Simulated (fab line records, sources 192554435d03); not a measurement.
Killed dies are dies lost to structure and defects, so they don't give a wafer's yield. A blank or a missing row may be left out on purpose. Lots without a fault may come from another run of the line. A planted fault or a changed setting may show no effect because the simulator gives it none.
A struck lot beside a sound one | flow n5_finfet | 45 steps out of a route of 1938
Sound: wafers L787.2, L787.3, L787.6. Struck: wafer L805.6. (L805.3 of the same lot was not struck and is left out.) The cause comes at the end.
At each step with rows: each side's tool, then ch and its chambers, then its first start. Under that, the readings that differ: sound wafers | struck wafers | difference of the means | sigmas: that difference in standard deviations of wafers without a fault.
alike: readings whose means differ by less than 2 such deviations, and words and numbers that are the same on both sides. not compared: withheld readings, readings that some wafer has no value for, bounds like >300 that may hide the same value, and numbers for which the record gives no deviation and whose values overlap.
The two part at a step that has a row with sigmas, a row that says differs or no value, or rows on one side only. Numbers that don't overlap but have no deviation are shown without sigmas and don't part them. A reading that every wafer of one side lacks parts them only if that side has two wafers or more.

first, 11 steps without rows for these wafers: N5_BEOL_M2_DESCUM_33 (chemistry O2, time 7 s); N5_BEOL_M2_ETCH_77 (etches underlayer in N2/H2, target depth 6.5 nm, time 5.2 s); N5_BEOL_M2_ETCH_69 (etches SiARC in CF4, target depth 15.6 nm, time 26 s); N5_BEOL_M2_ALD_98 (deposits SiO2, target thk 2.5 nm, pulse time 1 s, co reactant pulse time 1 s); N5_BEOL_M2_ETCHBACK_99 (etches SiO2 in CHF3, target depth 5 nm, time 10.4 s); N5_BEOL_M2_ETCH_70 (etches SOC in N2/H2, target depth 80 nm, overetch 24 nm, time 130 s); N5_BEOL_M2_STRIP_71 (strips in N2/H2); N5_BEOL_M2_STRIP_78 (strips in N2/H2); N5_BEOL_M2_VIA_ETCH_34 (etches the open film in C4F6/O2, target depth 69.4 nm, time 65.9 s); N5_BEOL_M2_STRIP_83 (strips in C4F6/O2); N5_BEOL_M2_STRIP_36 (strips in N2/H2).
N5_BEOL_M2_TRENCH_ETCH_37: etches SiOC in C4F6/O2, target depth 55.555 nm, time 29.2 s.
  sound on rie_diel-05 ch 2,3, day 7 22:49; struck on rie_diel-01 ch 2, day 13 07:58
  reading                                    | sound             | struck | difference | sigmas
  model.BEOL_M2.feature_depth_nm (nm)        | 55.6 53.8 53.8    | 37.8   | -16.6      |
  model.etch.depth_nm (nm)                   | 55.62 53.84 53.85 | 37.84  | -16.60     |
  model.TiN_of_BEOL_M2_HM_DEP_02.thk_nm (nm) | 17.8 17.8 17.8    | 18.6   | +0.8       |
  alike: drypump_motor_current_A, oes_product_au, rf_vpp_V, showerhead_plenum_p_Torr, throttle_valve_pct
  not compared: rf_hours_counter_h
then, 2 steps without rows for these wafers: N5_BEOL_M2_ETCH_41 (etches SiCN in CH3F/O2, target depth 29.9 nm, time 52.5 s); N5_BEOL_M2_STRIP_97 (strips in N2/H2, time 10 s).
N5_BEOL_M2_OCD_MEAS_38:
  sound on ocd-01, day 7 22:59; struck on ocd-02, day 13 08:07
  reading              | sound          | struck | difference | sigmas
  trench_depth_nm (nm) | 55.7 53.9 54.6 | 37.2   | -17.5      | -13
then, 25 steps without rows for these wafers: N5_BEOL_M2_HM_STRIP_39 (strips TiN in peroxide tin strip, target depth 25 nm, time 158 s); N5_BEOL_M2_SRD_40 (time 30 s); N5_BEOL_M2_PRECLEAN_42 (cleans in residue remover, time 60 s); N5_BEOL_M2_SRD_43 (time 30 s); N5_BEOL_M2_DEGAS_44 (time 60 s); N5_BEOL_M2_PRE_CLEAN_45 (time 30 s); N5_BEOL_M2_ALD_84 (deposits TaN, pulse time 2 s, purge time 3 s, co reactant purge time 2 s); N5_BEOL_M2_SURFACE_TREAT_85; N5_BEOL_M2_CVD_47 (deposits Co from CCTBA/H2, target thk 3 nm, time 223.8 s); N5_BEOL_M2_SPUTTER_48 (material Cu, target thk 4.5 nm, time 8.29 s); N5_BEOL_M2_ANNEAL_49 (time 240 s); N5_BEOL_M2_SPUTTER_79 (material Cu, target thk 4.5 nm, time 8.29 s); N5_BEOL_M2_ANNEAL_80 (time 240 s); N5_BEOL_M2_SPUTTER_81 (material Cu, target thk 4.5 nm, time 8.29 s); N5_BEOL_M2_ANNEAL_82 (time 240 s); N5_BEOL_M2_SPUTTER_86 (material Cu, target thk 4.5 nm, time 8.29 s); N5_BEOL_M2_ANNEAL_87 (time 240 s); N5_BEOL_M2_SPUTTER_88 (material Cu, target thk 4.5 nm, time 8.29 s); N5_BEOL_M2_ANNEAL_89 (time 240 s); N5_BEOL_M2_SPUTTER_90 (material Cu, target thk 4.5 nm, time 8.29 s); N5_BEOL_M2_ANNEAL_91 (time 240 s); N5_BEOL_M2_SPUTTER_92 (material Cu, target thk 4.5 nm, time 8.29 s); N5_BEOL_M2_ANNEAL_93 (time 240 s); N5_BEOL_M2_SPUTTER_94 (material Cu, target thk 4.5 nm, time 8.29 s); N5_BEOL_M2_ANNEAL_95 (time 240 s).
N5_BEOL_M2_CMP_52: polishes, stops on SiOC, t overpolish 6.8 s, target thk 40 nm.
  sound on cmp-01 ch 0,1, day 8 02:45; struck on cmp-02 ch 2, day 13 14:22
  reading                                | sound        | struck | difference | sigmas
  model.Cu_of_BEOL_M2_ECD_50.thk_nm (nm) | 39.2 38.4 37 | 25     | -13        |
  alike: barrier_field_endpoint_s, motor_current_A, overpolish_run_s, time_to_endpoint_s
N5_BEOL_M2_THK_MEAS_53: measures by xrf.
  sound on film_metro-01, day 8 03:03; struck on film_metro-02, day 13 14:35
  reading     | sound          | struck | difference | sigmas
  M2_THK (nm) | 39.7 38.8 37.5 | 25.4   | -13.3      | -7
N5_BEOL_M2_RS_MEAS_58: measures by four-point-probe.
  sound on film_metro-01, day 8 03:19; struck on film_metro-01, day 13 14:51
  reading        | sound          | struck | difference | sigmas
  M2_RS (ohm/sq) | 0.69 0.70 0.74 | 1.25   | +0.54      | +14
N5_BEOL_M4_RC_MEAS_101:
  sound on prober-01 ch 0, day 9 03:05; struck on prober-01 ch 0, day 14 20:22
  reading                   | sound          | struck | difference | sigmas
  SERP_M2 (ohm/um)          | 228 215 221    | 341    | +120       | +7
  SERP_M2_max_site (ohm/um) | 245 224 230    | 384    | +151       | +8
  SS_P (mV/dec)             | 72.7 73.0 73.0 | 74.5   | +1.6       | +2
  alike: DIBL_N, DIBL_P, IOFF_N, IOFF_P, ION_N, ION_P, SS_N, VT_N, VT_P
-- the record jumps here: 4 days lie between the struck wafers' starts before and after (it left off in module BEOL_M4 and takes up again in module PASSIVATION, whose first step shown is number 1936 of the route) --
N5_PASSIVATION_PROBE_49:
  sound on prober-02, day 14 04:13; struck on prober-02, day 19 05:23
  reading            | sound    | struck | difference | sigmas
  killed_at_M0_to_M3 | 32 25 55 | 71     | +34        | +3
  alike: defect_limited_yield, killed_at_M4_up, killed_at_contacts, killed_at_front_end, killed_at_other, killed_dies, killed_on_rim, killed_open, killed_short, sort_bin_5_function, sort_bin_6_memory, sort_bin_8_speed, sort_n_pass

WHERE THEY PART
First at N5_BEOL_M2_OCD_MEAS_38; last, within this record, at N5_PASSIVATION_PROBE_49.

WHY: what the simulator had put in
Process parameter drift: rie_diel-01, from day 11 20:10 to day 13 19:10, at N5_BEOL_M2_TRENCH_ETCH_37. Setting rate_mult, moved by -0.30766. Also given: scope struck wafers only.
